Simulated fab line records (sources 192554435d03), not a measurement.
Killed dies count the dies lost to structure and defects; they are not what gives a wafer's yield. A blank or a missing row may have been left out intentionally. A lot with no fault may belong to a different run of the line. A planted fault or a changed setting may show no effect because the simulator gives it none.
A single fault, viewed from 2 desks | flow n5-finfet | numbers are kept per desk, each desk with only its own; the story behind them comes last

== DESK OF THE TOOL OWNER: rie-metal-03 ==
The tool's own readings at N5_PASSIVATION_ETCH_59 (etches TaN in Cl2/BCl3, target depth 65 nm, time 34.9 s): means of the sampled wafers that have a number, for each lot that ran on this tool. Any lot whose mean is over 4 standard deviations away from the usual mean is out of limits and marked OUT; that distance is given in the brackets.
Columns: A = drypump-motor-current-A at N5_PASSIVATION_ETCH_59, usual 5.83 A; B = oes-product-au at N5_PASSIVATION_ETCH_59, usual 0.78 a.u.; C = throttle-valve-pct at N5_PASSIVATION_ETCH_59, usual 21.18 %
lot  | first seen here | A    | B    | C
L961 | day 12 05:34    | 5.81 | 0.79 | 21.13
L962 | day 12 15:10    | 5.83 | 0.78 | 21.09
L965 | day 13 01:55    | 5.82 | 0.77 | 21.25
L964 | day 13 08:55    | 5.84 | 0.77 | 21.26
L978 | day 16 08:54    | 5.83 | 0.76 | 21.17
L982 | day 17 18:23    | 5.79 | 0.76 | 21.07
Result from this desk: across the 6 lots, nothing is out of limits.

== AT THE METROLOGY DESK ==
What the gauges read for every lot (on any tool): the sampled wafers with a number, averaged. Any lot whose mean is over 4 standard deviations away from the usual mean is out of limits and marked OUT; that distance is given in the brackets. Of its 11 readings 7 are shown: those that lie furthest out on some lot.
Columns: A = DIBL_N at N5_BEOL_M4_RC_MEAS_101, usual 36.9 mV/V; B = DIBL_P at N5_BEOL_M4_RC_MEAS_101, usual 37.1 mV/V; C = IOFF_N at N5_BEOL_M4_RC_MEAS_101, usual 0.17 nA/um; D = IOFF_P at N5_BEOL_M4_RC_MEAS_101, usual 0.23 nA/um; E = SS_N at N5_BEOL_M4_RC_MEAS_101, usual 71.8 mV/dec; F = SS_P at N5_BEOL_M4_RC_MEAS_101, usual 73.6 mV/dec; G = VT_N at N5_BEOL_M4_RC_MEAS_101, usual 250 mV
lot  | first seen here | A    | B    | C    | D    | E    | F    | G
L961 | day 8 09:50     | 35.1 | 36.4 | 0.15 | 0.22 | 71.4 | 73.6 | 251
L963 | day 8 12:47     | 35.0 | 34.5 | 0.14 | 0.18 | 70.9 | 72.7 | 251
L962 | day 8 13:13     | 40.1 | 42.5 | 0.26 | 0.32 | 72.3 | 74.6 | 243
L965 | day 9 03:45     | 39.1 | 38.5 | 0.19 | 0.27 | 72.0 | 74.2 | 248
L964 | day 9 05:56     | 36.5 | 36.4 | 0.16 | 0.21 | 72.1 | 74.3 | 253
L973 | day 11 10:51    | 36.8 | 37.4 | 0.15 | 0.23 | 71.8 | 73.7 | 254
L975 | day 11 19:59    | 38.4 | 38.5 | 0.18 | 0.21 | 72.0 | 73.9 | 250
L976 | day 12 08:41    | 39.5 | 40.1 | 0.20 | 0.26 | 72.5 | 73.3 | 246
L978 | day 12 15:34    | 36.6 | 36.7 | 0.16 | 0.19 | 71.6 | 73.5 | 250
L980 | day 12 20:01    | 36.3 | 37.0 | 0.16 | 0.21 | 71.3 | 73.8 | 250
L979 | day 12 20:08    | 40.2 | 42.1 | 0.25 | 0.31 | 73.7 | 75.2 | 244
L982 | day 13 14:06    | 36.0 | 35.0 | 0.16 | 0.20 | 71.5 | 73.1 | 249
Result from this desk: across the 12 lots, nothing is out of limits.

== ALL TOGETHER ==
The tool owner's desk saw nothing out of limits.
Nothing out of limits was seen by the metrology desk.

== WHAT THE SIMULATOR HAD INSERTED ==
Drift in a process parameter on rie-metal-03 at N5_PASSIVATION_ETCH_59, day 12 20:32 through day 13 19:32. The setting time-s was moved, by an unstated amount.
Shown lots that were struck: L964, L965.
